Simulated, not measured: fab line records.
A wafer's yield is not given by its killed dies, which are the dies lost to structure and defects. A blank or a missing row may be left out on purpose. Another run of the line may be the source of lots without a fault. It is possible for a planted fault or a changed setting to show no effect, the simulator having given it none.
The tool behind it: which one?    flow n5 finfet    11 lots with 33 wafers sampled at 5 steps, on a route of 1938 steps

== WHAT EACH GAUGE READ, for each wafer ==
N5_BEOL_M1_THK_MEAS_53: measures by xrf. Usual: M1_THK 39.8 nm, standard deviation 1.3.
lot   measured      on             M1_THK (nm)     flag
L805  day 6 15:47   film metro-02  39.9 40.3 40.6  
L806  day 6 22:07   film metro-02  40.9 40.3 42.5  
L807  day 7 00:58   film metro-01  39.6 39.5 40.9  
L808  day 7 06:57   film metro-01  39.9 39.3 40.5  
L812  day 8 05:32   film metro-02  39.9 39.3 40.7  
L811  day 8 08:40   film metro-01  37.5 36.6 39.5  
L821  day 10 13:00  film metro-01  39.3 38.2 40.0  
L820  day 10 14:49  film metro-02  40.1 41.3 41.3  
L825  day 11 17:28  film metro-01  40.0 41.2 41.2  
L827  day 12 10:30  film metro-02  36.5 38.8 38.4  
L826  day 12 13:06  film metro-01  40.1 38.1 38.9  

N5_BEOL_M2_CD_MEAS_11 targets a cd of 16.79 nm. Usual: cd nm at 16.80 nm, with a standard deviation of 0.23.
lot   measured      on         cd nm (nm)         flag
L805  day 6 18:46   cd sem-03  16.53 16.78 16.87  
L806  day 7 00:55   cd sem-02  16.74 16.30 16.96  
L807  day 7 03:37   cd sem-01  16.76 16.73 16.87  
L808  day 7 08:31   cd sem-01  16.85 16.73 16.58  
L812  day 8 09:21   cd sem-01  16.55 16.39 16.53  
L811  day 8 10:09   cd sem-03  16.91 16.67 16.89  
L821  day 10 14:58  cd sem-02  16.90 16.68 16.95  
L820  day 10 17:49  cd sem-03  17.07 16.81 16.79  
L825  day 11 19:31  cd sem-02  16.75 16.96 16.54  
L827  day 12 14:47  cd sem-02  16.78 17.00 16.90  
L826  day 12 15:25  cd sem-02  16.55 16.89 16.89  

N5_BEOL_M2_OVL_MEAS_12. Usual: M2_OVL -0.6 nm, standard deviation 0.78.
lot   measured      on          M2_OVL (nm)     flag
L805  day 6 18:48   overlay-01  -0.4 -0.8 -1.5  
L806  day 7 00:57   overlay-02  -0.2 -0.3 -0.7  
L807  day 7 03:40   overlay-01  -2.6 -1.7 -1.4  
L808  day 7 08:33   overlay-01  -1.2 -0.4 -0.7  
L812  day 8 09:23   overlay-02  -1.5 -1.3 -0.7  
L811  day 8 10:11   overlay-02  0.1 -0.2 0.1    
L821  day 10 15:00  overlay-01  -1.2 0.1 -0.2   
L820  day 10 17:50  overlay-02  -1.0 -1.2 -1.3  
L825  day 11 19:33  overlay-02  0.1 0.6 0.3     
L827  day 12 14:50  overlay-01  -0.7 -0.5 -1.0  
L826  day 12 15:27  overlay-02  -0.1 1.0 -1.5   

N5_BEOL_M4_RC_MEAS_101. Usual: DIBL_N 36.1 mV/V, standard deviation 1.3; DIBL_P 36.1 mV/V, standard deviation 1.7; IOFF_N 0.154 nA/um, standard deviation 0.022; IOFF_P 0.201 nA/um, standard deviation 0.024; ION_N 675 uA/um, standard deviation 8.9; ION_P 462 uA/um, standard deviation 5.9; SS_N 71.5 mV/dec, standard deviation 0.49; SS_P 73.3 mV/dec, standard deviation 0.58; VT_N 250.0 mV, standard deviation 2.7; VT_P -251.3 mV, standard deviation 2.7.
lot   measured      on         DIBL_N (mV/V)   DIBL_P (mV/V)   IOFF_N (nA/um)     IOFF_P (nA/um)     ION_N (uA/um)  ION_P (uA/um)  SS_N (mV/dec)   SS_P (mV/dec)   VT_N (mV)          VT_P (mV)             flag
L805  day 8 02:04   prober-02  34.0 33.7 33.8  33.8 33.7 33.5  0.133 0.128 0.129  0.171 0.170 0.167  662 672 662    449 464 456    71.7 71.9 71.2  72.9 73.1 72.6  250.9 254.0 252.7  -255.2 -254.0 -255.0  
L806  day 8 02:34   prober-01  36.8 36.0 37.6  37.7 36.4 38.3  0.168 0.146 0.165  0.185 0.172 0.184  678 662 676    452 452 448    72.2 71.3 72.1  73.7 73.7 73.5  250.7 251.7 250.3  -254.7 -253.2 -254.9  
L807  day 8 21:16   prober-02  37.6 38.4 35.2  37.2 38.5 34.9  0.164 0.181 0.134  0.216 0.235 0.184  681 684 681    468 468 466    71.6 72.1 71.5  73.5 73.9 73.4  250.3 248.3 252.3  -249.2 -249.2 -253.5  
L808  day 8 19:33   prober-01  36.1 35.2 34.5  37.1 35.6 35.4  0.179 0.158 0.144  0.224 0.199 0.200  685 682 669    463 461 465    71.1 71.2 71.1  73.4 73.2 73.5  247.2 248.8 252.7  -246.5 -250.6 -250.5  
L812  day 10 11:20  prober-01  35.2 36.0 36.5  35.5 35.5 36.9  0.131 0.134 0.146  0.189 0.192 0.214  672 668 676    461 463 465    71.0 71.3 71.0  73.0 72.4 73.2  251.7 250.1 249.3  -250.1 -248.9 -249.1  
L811  day 9 20:53   prober-02  36.1 35.3 35.4  34.8 33.5 33.9  0.155 0.148 0.141  0.202 0.184 0.189  669 682 674    464 462 465    71.9 72.0 71.2  72.5 72.7 73.1  250.6 249.2 253.0  -253.7 -254.6 -253.1  
L821  day 12 23:49  prober-02  36.5 36.1 35.8  37.5 37.5 37.1  0.156 0.160 0.146  0.221 0.216 0.205  674 676 665    468 470 464    71.2 72.1 72.0  73.8 72.7 72.9  251.3 251.1 253.0  -248.6 -247.2 -247.0  
L820  day 11 22:54  prober-01  36.7 37.5 35.5  38.5 40.4 37.5  0.165 0.185 0.140  0.205 0.235 0.195  672 682 654    457 459 449    72.0 71.9 71.7  73.8 74.1 73.5  250.8 251.0 254.2  -254.0 -249.4 -251.7  
L825  day 13 05:51  prober-01  36.3 36.2 37.9  37.0 36.7 38.0  0.169 0.165 0.194  0.199 0.196 0.216  683 672 690    464 453 465    71.6 71.1 71.3  73.0 73.2 73.8  247.2 248.2 245.6  -252.2 -250.7 -248.9  
L827  day 14 10:37  prober-01  35.0 35.0 35.9  35.5 36.1 36.4  0.129 0.136 0.141  0.156 0.168 0.169  667 678 677    456 460 462    71.1 71.8 72.3  73.3 72.9 73.3  251.5 249.9 250.5  -255.6 -253.4 -256.6  
L826  day 14 07:29  prober-02  38.7 37.4 36.1  39.5 38.0 36.4  0.196 0.174 0.147  0.268 0.247 0.211  696 681 670    478 470 464    72.4 72.2 71.9  73.9 73.6 73.0  244.5 245.3 251.1  -245.7 -248.8 -247.4  

== EACH LOT AND THE TOOL THAT RAN IT (in order: tool; ch and the chambers of the sampled wafers; start) ==
lot   N5_BEOL_M2_COAT_73
L805  litho track-02 ch 0, day 6 18:22
L806  litho track-03 ch 0, day 7 00:31
L807  litho track-04 ch 0, day 7 03:22
L808  litho track-04 ch 0, day 7 08:16
L812  litho track-04 ch 0, day 8 09:05
L811  litho track-02 ch 0, day 8 09:53
L821  litho track-02 ch 0, day 10 14:43
L820  litho track-02 ch 0, day 10 17:33
L825  litho track-04 ch 0, day 11 19:15
L827  litho track-03 ch 0, day 12 14:32
L826  litho track-04 ch 0, day 12 15:02
- N5_BEOL_M2_COAT_73: time 60 s, resist thk 5 nm.

== WHAT THE TOOLS THEMSELVES READ (means of the sampled wafers that have a number; where no wafer has one, the mark that the record gives instead) ==
N5_BEOL_M2_COAT_73. Usual: chill plate temp C 23.00 C, standard deviation 0.098; heater power total W 391.7 W, standard deviation 1.3; plate temp C 205.02 C, standard deviation 0.15.
lot   tool            chill plate temp C (C)  heater power total W (W)  plate temp C (C)  flag
L805  litho track-02  23.05                   391.6                     204.93            
L806  litho track-03  22.97                   392.5                     205.05            
L807  litho track-04  22.88                   392.1                     205.02            
L808  litho track-04  22.98                   392.0                     205.02            
L812  litho track-04  23.02                   392.3                     205.22            
L811  litho track-02  22.95                   392.0                     205.09            
L821  litho track-02  22.93                   413.3                     214.47            OFF
L820  litho track-02  22.99                   414.6                     214.41            OFF
L825  litho track-04  23.09                   392.6                     205.13            
L827  litho track-03  22.97                   391.1                     205.20            
L826  litho track-04  22.97                   391.5                     204.92            

== THE ANSWER, worked out from the rows above alone ==
Rule: take the mean of a lot's wafers that have a number; if it is more than 3 standard deviations from the usual mean, the lot is off. A lot without any number at a reading at which 4 lots or more have one is off too. Where the step has rows for the other lots, those lots are counted as sound. First the gauges in route order, then the tools' own readings, where a lot's mean is used as printed above. At the first step where some lot is off, the reading lying furthest off is the one used; lots without a number count as furthest.
Off: L821, L820 (N5_BEOL_M2_COAT_73, plate temp C).
If a tool, at that step or one of the process steps before it, ran each lot that is off and ran no sound lot following the first of them, it fits. One candidate fits, namely litho track-02 at N5_BEOL_M2_COAT_73. Its last sound lot is L811 (day 8 09:53), its first lot that is off L821 (day 10 14:43): a fault that began between those two fits.
The tool's own readings at N5_BEOL_M2_COAT_73 bear it out: on the lots that are off they differ by more than 5 times the standard deviation of the sound lots' means. heater power total W reads 414.0 W there against 392.0 W on the sound lots; plate temp C reads 214.44 C there against 205.06 C on the sound lots.

== WHAT HAD BEEN PUT IN BY THE SIMULATOR ==
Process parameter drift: litho track-02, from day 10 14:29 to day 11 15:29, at N5_BEOL_M2_COAT_73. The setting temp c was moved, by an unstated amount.
Struck lots among those shown: L821, L820. The same result came from the rule above.
